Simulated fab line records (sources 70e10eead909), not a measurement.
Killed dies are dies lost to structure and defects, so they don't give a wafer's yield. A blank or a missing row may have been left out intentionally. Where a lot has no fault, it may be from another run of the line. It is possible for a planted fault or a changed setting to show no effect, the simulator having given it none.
Code-filled problem report in 8D (eight disciplines) form ; flow nand harc ; the parts of the form that need people (team, actions taken, sign-off) are left out

1. THE ISSUE
killed at array at NHARC_END_SORT_01 reads a mean of 208 on 4 wafers of 3 lots; wafers without a fault read 55 with a standard deviation of 23. Measured from the usual mean, that is +6.7 standard deviations.
The first sign was on wafer L912.4 at day 25 19:35, on prober-01. The record has a number at this step for 10 wafers belonging to 4 lots. The rule behind "out" and "out of limits": a value lying over 4 standard deviations away from the usual mean. All remaining wafers that have a number are taken as sound.

2. WHAT IT IS AND WHAT IT IS NOT
question;is;is not
which readings at this step;killed at array, killed dies;killed at other, killed at periphery, killed open
which lots;L912, L914, L915;L924
which wafers of those lots;L912.4, L912.6, L914.4, L915.4;L912.5, L914.1, L914.5, L915.3, L915.5
read on which gauges;prober-01, prober-02;-
when;from day 25 19:35;"up to then (0 sound wafers); but 6 sound wafers of L912, L914, L915, L924 came after"

3. WHAT RULES OUT EACH SUSPECT
Counting: a tool at a process step up to the reading stays a suspect if it ran every lot that is out. Sound lots after the first of them don't rule it out here, since some wafers of a struck lot are sound.
- ruled out: the gauge at NHARC_END_SORT_01. The wafers that are out were read on 2 gauges (prober-01, prober-02).
- rie diel-11 at NHARC_A_CONTACT_ETCH_97 (etches the open film in C4F6/O2, target depth 20 nm, time 10 s): kept. It ran every lot that is out, first L912 (day 23 08:15). Its own readings are out on those wafers: oes product au.
After counting, what remains is rie diel-11 at NHARC_A_CONTACT_ETCH_97.

4. THE CAUSE (what the simulator had put in)
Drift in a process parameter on rie diel-11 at NHARC_A_CONTACT_ETCH_97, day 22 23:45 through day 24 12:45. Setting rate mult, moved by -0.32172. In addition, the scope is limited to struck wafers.
Only this tool survived the counting.

5. THE CHAIN OF EFFECTS, in route order
Each row: a reading where the mean over the struck wafers with a number is more than 3 standard deviations away from the usual. Readings are gone through only where the record gives a usual standard deviation; hours: the median, over the lots, of the time from a lot's start at the first step in this table giving one to that lot's start at this step; sigmas: the change measured in usual standard deviations.
hours;step;reading;usual;on struck wafers;change;sigmas
0;NHARC_A_CONTACT_ETCH_97;oes product au;0.954 a.u.;0.758;-0.196;-8.5
57;NHARC_END_SORT_01;killed at array;55;208;+154;+6.7
57;NHARC_END_SORT_01;killed dies;59;213;+154;+6.7
Its process steps:
- NHARC_A_CONTACT_ETCH_97: etches the open film in C4F6/O2, target depth 20 nm, time 10 s.

6. HOW IT WOULD HAVE BEEN CAUGHT EARLIER
The first out-of-limits reading at a measuring or inspecting step in this record came at day 25 19:35, 68 hours after the fault's start at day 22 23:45.
Tool's own readings at NHARC_A_CONTACT_ETCH_97, oes product au: out on all struck wafers the step has rows for; an alarm limit on them would have tripped on the first.
Lots out: 3; all had begun NHARC_A_CONTACT_ETCH_97 on rie diel-11 by day 25 19:35. A hold on the tool at that time would have spared none of them.
